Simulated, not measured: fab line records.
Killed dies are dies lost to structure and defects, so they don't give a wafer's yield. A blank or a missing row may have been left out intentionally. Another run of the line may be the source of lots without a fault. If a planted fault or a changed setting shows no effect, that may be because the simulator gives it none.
Which tool was responsible?	flow n5Finfet	10 lots with 30 wafers sampled at 5 steps, on a route of 1938 steps

WHAT THE GAUGES READ, wafer by wafer
N5_BEOL_M13_THK_MEAS_01. Usual: M13_ILD_THK typically reads 835 nm, with standard deviation 9.6.
lot	measured	on	M13_ILD_THK (nm)	flag
L280	day 11 14:10	filmMetro-02	831 845 836	
L281	day 11 14:43	filmMetro-01	833 838 835	
L293	day 14 08:16	filmMetro-02	825 841 833	
L292	day 14 08:36	filmMetro-02	840 838 839	
L294	day 14 16:17	filmMetro-01	826 828 848	
L295	day 14 16:34	filmMetro-02	832 822 842	
L296	day 15 13:46	filmMetro-02	829 834 836	
L298	day 15 23:50	filmMetro-01	826 818 842	
L299	day 16 03:09	filmMetro-02	827 841 842	
L302	day 16 15:57	filmMetro-01	837 839 850	

WHAT TOOL EACH LOT RAN ON (gives the tool, then ch and the chambers of the sampled wafers, and finally the start)
lot	N5_BEOL_M12_ETCH_67	N5_BEOL_M12_SPUTTER_43	N5_BEOL_M12_SPUTTER_45	N5_BEOL_M12_CMP_49
L280	rieDiel-03 ch 2,3, day 11 07:55	pvdSputter-01, day 11 12:32	pvdSputter-01, day 11 12:42	cmp-04 ch 0,3, day 11 13:32
L281	rieDiel-03 ch 1,2, day 11 10:20	pvdSputter-03, day 11 12:33	pvdSputter-03, day 11 12:43	cmp-01 ch 0,1, day 11 14:05
L293	rieDiel-05 ch 0,3, day 14 03:55	pvdSputter-03, day 14 06:53	pvdSputter-03, day 14 07:03	cmp-04 ch 1,2, day 14 07:40
L292	rieDiel-01 ch 1,2,3, day 14 04:28	pvdSputter-03, day 14 07:13	pvdSputter-03, day 14 07:22	cmp-03 ch 0,1,3, day 14 07:58
L294	rieDiel-03 ch 1,3, day 14 12:04	pvdSputter-01, day 14 14:38	pvdSputter-01, day 14 14:48	cmp-03 ch 0,1,3, day 14 15:40
L295	rieDiel-05 ch 0,1,3, day 14 13:37	pvdSputter-02, day 14 15:08	pvdSputter-02, day 14 15:18	cmp-04 ch 0,3, day 14 15:56
L296	rieDiel-05 ch 0,1,3, day 15 08:25	pvdSputter-01, day 15 11:05	pvdSputter-01, day 15 11:14	cmp-04 ch 0,1,3, day 15 13:08
L298	rieDiel-05 ch 0,3, day 15 18:52	pvdSputter-01, day 15 22:26	pvdSputter-01, day 15 22:35	cmp-01 ch 0,3, day 15 23:09
L299	rieDiel-05 ch 0,1, day 16 00:35	pvdSputter-01, day 16 01:48	pvdSputter-01, day 16 01:58	cmp-04 ch 0,3, day 16 02:34
L302	rieDiel-01 ch 2,3, day 16 10:50	pvdSputter-01, day 16 14:32	pvdSputter-01, day 16 14:41	cmp-01 ch 2,3, day 16 15:17
- N5_BEOL_M12_ETCH_67: etches SiARC in CF4, target depth 143 nm, time 238.3 s.
- N5_BEOL_M12_SPUTTER_43: material TaN, target thk 15 nm, time 24.19 s.
- N5_BEOL_M12_SPUTTER_45: material Cu, target thk 80 nm, time 13.33 s.
- N5_BEOL_M12_CMP_49: polishes, stops on SiOC, t overpolish 20.6 s, target thk 320 nm.

WHAT THE TOOLS THEMSELVES READ (means of the sampled wafers that have a number; where no wafer has one, the mark that the record gives instead)
N5_BEOL_M12_ETCH_67. Usual: drypumpMotorCurrentA 5.7 A, standard deviation 0.48; etchRfOnTimeS 240 s, standard deviation 3.6; oesProductAu 0.67 a.u., standard deviation 0.074; rfVppV 184.4 V, standard deviation 1.2; showerheadPlenumPTorr 2.16 Torr, standard deviation 0.074; throttleValvePct 15.50 %, standard deviation 0.24.
lot	tool	drypumpMotorCurrentA (A)	etchRfOnTimeS (s)	oesProductAu (a.u.)	rfVppV (V)	showerheadPlenumPTorr (Torr)	throttleValvePct (%)	flag
L280	rieDiel-03	6.4	236	0.64	183.2	2.11	15.71	
L281	rieDiel-03	6.3	243	0.61	184.9	2.21	15.78	
L293	rieDiel-05	5.2	240	0.72	184.6	2.16	15.50	
L292	rieDiel-01	5.5	241	0.63	185.6	2.17	15.49	
L294	rieDiel-03	5.9	242	0.63	184.7	2.17	15.47	
L295	rieDiel-05	5.6	241	0.70	183.7	2.13	15.52	
L296	rieDiel-05	5.5	242	0.69	183.8	2.13	15.55	
L298	rieDiel-05	5.3	240	0.69	184.7	2.16	15.54	
L299	rieDiel-05	5.5	236	0.74	183.5	2.15	15.37	
L302	rieDiel-01	5.2	239	0.64	186.1	2.23	15.45	

N5_BEOL_M12_SPUTTER_43. Usual: biasV 168.8 V, standard deviation 1.7; cathodeDcPowerW 15000 W, standard deviation 2.5; throttleValvePct 30.5 %, standard deviation 0.74.
lot	tool	biasV (V)	cathodeDcPowerW (W)	throttleValvePct (%)	flag
L280	pvdSputter-01	169.2	14998	29.9	
L281	pvdSputter-03	170.0	15000	31.5	
L293	pvdSputter-03	168.4	13368	31.1	OFF
L292	pvdSputter-03	168.4	13371	31.8	OFF
L294	pvdSputter-01	168.6	15002	30.5	
L295	pvdSputter-02	167.0	14999	30.1	
L296	pvdSputter-01	167.0	14999	30.1	
L298	pvdSputter-01	170.1	15002	30.3	
L299	pvdSputter-01	168.0	15001	30.1	
L302	pvdSputter-01	169.5	15000	29.9	

N5_BEOL_M12_SPUTTER_45. Usual: biasV 60.1 V, standard deviation 0.63; cathodeDcPowerW 26000 W, standard deviation 4.5; throttleValvePct 30.4 %, standard deviation 0.71.
lot	tool	biasV (V)	cathodeDcPowerW (W)	throttleValvePct (%)	flag
L280	pvdSputter-01	59.6	25998	29.9	
L281	pvdSputter-03	60.2	26002	31.5	
L293	pvdSputter-03	60.4	26000	31.1	
L292	pvdSputter-03	59.4	26003	31.6	
L294	pvdSputter-01	60.3	26002	30.4	
L295	pvdSputter-02	60.0	26000	30.0	
L296	pvdSputter-01	60.7	26002	30.1	
L298	pvdSputter-01	60.0	26003	30.4	
L299	pvdSputter-01	59.5	26006	30.1	
L302	pvdSputter-01	60.7	26002	30.0	

N5_BEOL_M12_CMP_49. Usual: barrierFieldEndpointS 30.3 s, standard deviation 0.76; motorCurrentA 5.9 A, standard deviation 0.51.
lot	tool	barrierFieldEndpointS (s)	motorCurrentA (A)	flag
L280	cmp-04	30.8	5.6	
L281	cmp-01	29.4	5.7	
L293	cmp-04	28.9	5.8	
L292	cmp-03	27.8	6.1	OFF
L294	cmp-03	29.3	6.2	
L295	cmp-04	30.7	5.9	
L296	cmp-04	31.2	5.9	
L298	cmp-01	30.1	5.2	
L299	cmp-04	30.3	6.0	
L302	cmp-01	29.7	5.6	

THE ANSWER, worked out from the rows above alone
Rule: take the mean of a lot's wafers that have a number; if it is more than 3 standard deviations from the usual mean, the lot is off. Also off: a lot with no number at a reading for which 4 or more lots have one. The other lots that the step has rows for count as sound. Order of review: gauges by route order, followed by the tools' own readings, for which a lot's mean as printed above is used. The first step at which some lot is off is used, and at that step the reading that is off furthest; a lot without a number counts as furthest.
Off, at N5_BEOL_M12_SPUTTER_43 on cathodeDcPowerW: L293, L292.
A tool fits if, at that step or a process step before it, it ran every lot that is off, and no sound lot after the first of them. One candidate fits, namely pvdSputter-03 at N5_BEOL_M12_SPUTTER_43. A fault onset in the window from L281 (day 11 12:33, its last sound lot) to L293 (day 14 06:53, its first lot off) fits.
On the lots that are off, the tool's own readings at N5_BEOL_M12_SPUTTER_43 differ by more than 5 times the standard deviation of the sound lots' means, which bears it out; cathodeDcPowerW reads 13370 W there versus 15000 W on the sound lots.

WHAT THE SIMULATOR HAD PUT IN
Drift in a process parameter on pvdSputter-03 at N5_BEOL_M12_SPUTTER_43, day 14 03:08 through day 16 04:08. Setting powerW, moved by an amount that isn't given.
Shown lots that were struck: L293, L292. Same finding as the rule above.
